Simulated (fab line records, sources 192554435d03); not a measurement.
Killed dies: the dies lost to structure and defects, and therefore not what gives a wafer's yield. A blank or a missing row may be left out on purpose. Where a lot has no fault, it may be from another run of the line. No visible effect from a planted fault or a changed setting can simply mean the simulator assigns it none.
Chamber matching ; flow n5 finfet ; ald sin-01 running N5_MOL_CONTACT_COAG_ALD_133: 4 sister chambers
The step deposits SiO2, target thk 5 nm, pulse time 1 s, co reactant pulse time 1 s. 4 wafers are shown with their chamber, then 9 later ones without.

== EACH WAFER AND ITS CHAMBER ==
wafer;chamber;heater power w (W)
L086.6;1;83
L087.2;3;73
L093.2;0;69
L093.5;2;66

== WAFERS WHOSE CHAMBER IS MISSING ==
wafer;heater power w (W)
L094.1;75
L094.2;67
L094.4;73
L095.1;79
L095.3;68
L095.4;72
L096.2;72
L096.3;79
L096.6;66

== WHICH CHAMBER EACH ONE RAN IN ==
wafer;from the rows above;in truth
L094.1;can't be placed: 3 or 0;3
L094.2;can't be placed: 2 or 0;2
L094.4;can't be placed: 3 or 0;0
L095.1;can't be placed: 1 or 3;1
L095.3;can't be placed: 0 or 2 or 3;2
L095.4;can't be placed: 3 or 0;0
L096.2;can't be placed: 3 or 0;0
L096.3;can't be placed: 1 or 3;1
L096.6;can't be placed: 2 or 0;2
Correct placement for 0 of the 9. Can't be placed from these rows: 9 (the true chamber is among the candidates in 9). Number placed wrongly: 0.
How it was worked out, from the rows above alone: a wafer's distance from a chamber is the root of the sum, over the readings, of the square of ((its reading less the chamber's mean) divided by the reading's scatter). The wafer belongs to the nearest chamber; if the next one is less than 2 further off, it can't be placed. Each chamber's mean is taken over the wafers shown for it. The scatter (one wafer shown for each chamber): square how far every hidden wafer sits from the nearest shown wafer, average those squares and take the square root.
